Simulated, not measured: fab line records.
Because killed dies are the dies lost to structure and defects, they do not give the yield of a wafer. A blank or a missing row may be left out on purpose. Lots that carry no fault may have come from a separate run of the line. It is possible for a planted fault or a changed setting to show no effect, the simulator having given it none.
Which tool was responsible? ; flow nand-harc ; 11 lots with 33 wafers sampled at 4 steps, on a route of 1302 steps

== WHAT THE GAUGES SHOWED, per wafer ==
The record lacks any reading of a measuring or inspecting step that a usual standard deviation could be used to judge.

== WHAT TOOL EACH LOT RAN ON (gives the tool, then ch and the chambers of the sampled wafers, and finally the start) ==
lot;NHARC_A_STAIRCASE_TRIM_193;NHARC_A_STAIRCASE_TRIM_196;NHARC_A_STAIRCASE_TRIM_198;NHARC_A_STAIRCASE_ETCH_203
L229;rie-diel-07 ch 0,2,3, day 16 17:40 or earlier;rie-diel-07 ch 1,2,3, day 16 17:40;rie-diel-07 ch 1,2,3, day 16 18:44 or earlier;rie-diel-07 ch 0,1,3, day 16 18:44
L231;rie-diel-08 ch 1, day 17 12:19 or earlier;rie-diel-06 ch 0,1,3, day 17 12:19;rie-diel-06 ch 0,2,3, day 17 16:17 or earlier;rie-diel-06 ch 0,1,3, day 17 16:17
L233;rie-diel-07 ch 1,2, day 17 23:54 or earlier;rie-diel-07 ch 0,1,3, day 17 23:54;rie-diel-07 ch 0,3, day 18 00:45 or earlier;rie-diel-07 ch 1,2,3, day 18 00:45
L238;rie-diel-07 ch 0,1,3, day 20 05:08 or earlier;rie-diel-07 ch 2,3, day 20 05:08;rie-diel-07 ch 1,2, day 20 06:05 or earlier;rie-diel-07 ch 0,1,3, day 20 06:05
L240;rie-diel-06 ch 0,3, day 21 00:26 or earlier;rie-diel-07 ch 1,2,3, day 21 00:26;rie-diel-07 ch 0,1, day 21 01:20 or earlier;rie-diel-07 ch 0,2,3, day 21 01:20
L244;rie-diel-06 ch 0,1,2, day 22 20:52 or earlier;rie-diel-06 ch 0,1,3, day 22 20:52;rie-diel-06 ch 0,1,2, day 22 21:46 or earlier;rie-diel-06 ch 0,2,3, day 22 21:46
L245;rie-diel-07 ch 0,2, day 23 11:55 or earlier;rie-diel-07 ch 0,1, day 23 11:55;rie-diel-07 ch 1,3, day 23 12:56 or earlier;rie-diel-07 ch 0,1,3, day 23 12:56
L246;rie-diel-06 ch 0,1,2, day 23 12:25 or earlier;rie-diel-07 ch 0,1,3, day 23 12:25;rie-diel-07 ch 0,1, day 23 13:22 or earlier;rie-diel-07 ch 0,1,2, day 23 13:22
L248;rie-diel-07 ch 0,2,3, day 24 12:28 or earlier;rie-diel-07 ch 0,1,2, day 24 12:28;rie-diel-07 ch 0,2,3, day 24 13:20 or earlier;rie-diel-07 ch 0,1,2, day 24 13:20
L247;rie-diel-06 ch 0,1,3, day 24 12:47 or earlier;rie-diel-06 ch 0,2,3, day 24 12:47;rie-diel-06 ch 0,2,3, day 24 13:39 or earlier;rie-diel-06 ch 1,2,3, day 24 13:39
L249;rie-diel-07 ch 2,3, day 25 00:32 or earlier;rie-diel-07 ch 0,2,3, day 25 00:32;rie-diel-07 ch 1,2,3, day 25 01:25 or earlier;rie-diel-07 ch 0,1, day 25 01:25
- NHARC_A_STAIRCASE_TRIM_193: chemistry O2, time 211.2 s.
- NHARC_A_STAIRCASE_TRIM_196: chemistry O2, time 211.2 s.
- NHARC_A_STAIRCASE_TRIM_198: chemistry O2, time 211.2 s.
- NHARC_A_STAIRCASE_ETCH_203: etches the open film in C4F8/O2, target depth 100 nm, time 40.5 s.

== AS READ BY THE TOOLS THEMSELVES (means over the sampled wafers that have a number; for cases with no such wafer, the mark the record gives instead) ==
NHARC_A_STAIRCASE_TRIM_193. Usual: drypump-motor-current-A 5.7 A, standard deviation 0.46; o2-flow-sccm 500.1 sccm, standard deviation 1.6; oes-product-au 0.996 a.u., standard deviation 0.01; rf-vpp-V 57.8 V, standard deviation 0.83; showerhead-plenum-p-Torr 3.55 Torr, standard deviation 0.11; throttle-valve-pct 17.036 %, standard deviation 0.0086.
lot;tool;drypump-motor-current-A (A);o2-flow-sccm (sccm);oes-product-au (a.u.);rf-vpp-V (V);showerhead-plenum-p-Torr (Torr);throttle-valve-pct (%);flag
L229;rie-diel-07;5.6;499.5;0.995;58.0;3.62;17.040;
L231;rie-diel-08;5.7;500.4;1.013;57.5;3.59;17.038;
L233;rie-diel-07;5.1;501.3;0.997;57.6;3.62;17.030;
L238;rie-diel-07;5.5;499.7;0.989;57.4;3.60;17.041;
L240;rie-diel-06;5.6;500.0;1.002;57.4;3.63;17.033;
L244;rie-diel-06;5.9;499.2;0.995;58.9;3.53;17.033;
L245;rie-diel-07;5.8;499.7;1.000;58.1;3.68;17.035;
L246;rie-diel-06;5.9;501.3;0.992;57.6;3.53;17.039;
L248;rie-diel-07;5.6;500.6;0.992;58.8;3.59;17.031;
L247;rie-diel-06;5.7;499.8;0.998;57.6;3.54;17.029;
L249;rie-diel-07;5.3;499.6;1.000;57.8;3.56;17.033;

NHARC_A_STAIRCASE_TRIM_196. Usual: drypump-motor-current-A 5.6 A, standard deviation 0.45; o2-flow-sccm 500.0 sccm, standard deviation 1.5; oes-product-au 0.995 a.u., standard deviation 0.011; rf-vpp-V 57.8 V, standard deviation 0.93; showerhead-plenum-p-Torr 3.55 Torr, standard deviation 0.11; throttle-valve-pct 17.038 %, standard deviation 0.0093.
lot;tool;drypump-motor-current-A (A);o2-flow-sccm (sccm);oes-product-au (a.u.);rf-vpp-V (V);showerhead-plenum-p-Torr (Torr);throttle-valve-pct (%);flag
L229;rie-diel-07;5.2;500.6;1.000;57.5;3.59;17.039;
L231;rie-diel-06;5.7;501.5;1.004;57.4;3.57;17.032;
L233;rie-diel-07;5.5;498.4;0.991;57.4;3.61;17.037;
L238;rie-diel-07;5.3;498.9;0.994;58.2;3.58;17.037;
L240;rie-diel-07;5.2;499.4;0.994;56.7;3.57;17.038;
L244;rie-diel-06;5.7;501.1;1.001;58.4;3.55;17.039;
L245;rie-diel-07;5.8;500.3;0.989;58.3;3.67;17.035;
L246;rie-diel-07;5.5;499.8;0.992;58.1;3.59;17.038;
L248;rie-diel-07;5.5;500.7;0.998;57.1;3.64;17.040;
L247;rie-diel-06;6.0;499.2;0.991;58.3;3.53;17.040;
L249;rie-diel-07;5.6;499.7;0.994;58.6;3.59;17.028;

NHARC_A_STAIRCASE_TRIM_198. Usual: drypump-motor-current-A 5.6 A, standard deviation 0.43; o2-flow-sccm 500.0 sccm, standard deviation 1.4; oes-product-au 0.996 a.u., standard deviation 0.011; rf-vpp-V 57.9 V, standard deviation 0.83; showerhead-plenum-p-Torr 3.56 Torr, standard deviation 0.11; throttle-valve-pct 17.036 %, standard deviation 0.0094.
lot;tool;drypump-motor-current-A (A);o2-flow-sccm (sccm);oes-product-au (a.u.);rf-vpp-V (V);showerhead-plenum-p-Torr (Torr);throttle-valve-pct (%);flag
L229;rie-diel-07;5.2;500.9;0.996;58.0;3.59;17.034;
L231;rie-diel-06;6.1;499.6;0.990;57.6;3.56;17.038;
L233;rie-diel-07;5.9;498.8;0.985;57.8;3.65;17.036;
L238;rie-diel-07;5.1;498.5;0.994;57.8;3.62;17.036;
L240;rie-diel-07;5.4;500.0;0.986;58.0;3.64;17.038;
L244;rie-diel-06;5.9;501.1;0.989;58.7;3.53;17.035;
L245;rie-diel-07;5.1;500.7;0.995;57.9;3.55;17.039;
L246;rie-diel-07;5.8;501.3;0.992;58.1;3.67;17.036;
L248;rie-diel-07;5.6;498.9;0.999;58.3;3.59;17.032;
L247;rie-diel-06;6.0;499.2;0.994;58.0;3.53;17.033;
L249;rie-diel-07;5.2;500.7;0.999;58.3;3.55;17.046;

NHARC_A_STAIRCASE_ETCH_203. Usual: oes-product-au 0.944 a.u., standard deviation 0.015; rf-vpp-V 897 V, standard deviation 3.9; run-length-s 62.0 s, standard deviation 0.49.
lot;tool;oes-product-au (a.u.);rf-vpp-V (V);run-length-s (s);flag
L229;rie-diel-07;0.932;900;61.9;
L231;rie-diel-06;0.940;898;61.6;
L233;rie-diel-07;0.943;898;62.3;
L238;rie-diel-07;0.938;898;55.6;OFF
L240;rie-diel-07;0.938;899;56.1;OFF
L244;rie-diel-06;0.932;896;61.5;
L245;rie-diel-07;0.929;897;62.1;
L246;rie-diel-07;0.941;900;62.6;
L248;rie-diel-07;0.937;899;62.3;
L247;rie-diel-06;0.936;892;61.8;
L249;rie-diel-07;0.946;899;62.3;

== THE ANSWER, worked out from the rows above alone ==
Rule: a lot counts as off when the mean over its wafers that have a number is more than 3 standard deviations away from the usual mean. A lot without any number at a reading at which 4 lots or more have one is off too. All remaining lots with rows at the step are treated as sound. After the gauges, taken in route order, come the tools' own readings; for these a lot's mean is taken, as printed above. The first step at which some lot is off is used, and at that step the reading that is off furthest; a lot without a number counts as furthest.
Off at NHARC_A_STAIRCASE_ETCH_203 (run-length-s): L238, L240.
A tool fits if, at that step or a process step before it, it ran every lot that is off, and no sound lot after the first of them. Because NHARC_A_STAIRCASE_TRIM_193 lacks a start for some lots, the hours and order of its lots are taken from NHARC_A_STAIRCASE_TRIM_196. Because NHARC_A_STAIRCASE_TRIM_198 lacks a start for some lots, the hours and order of its lots are taken from NHARC_A_STAIRCASE_ETCH_203. None of those tried fits.

== WHAT THE SIMULATOR PUT IN ==
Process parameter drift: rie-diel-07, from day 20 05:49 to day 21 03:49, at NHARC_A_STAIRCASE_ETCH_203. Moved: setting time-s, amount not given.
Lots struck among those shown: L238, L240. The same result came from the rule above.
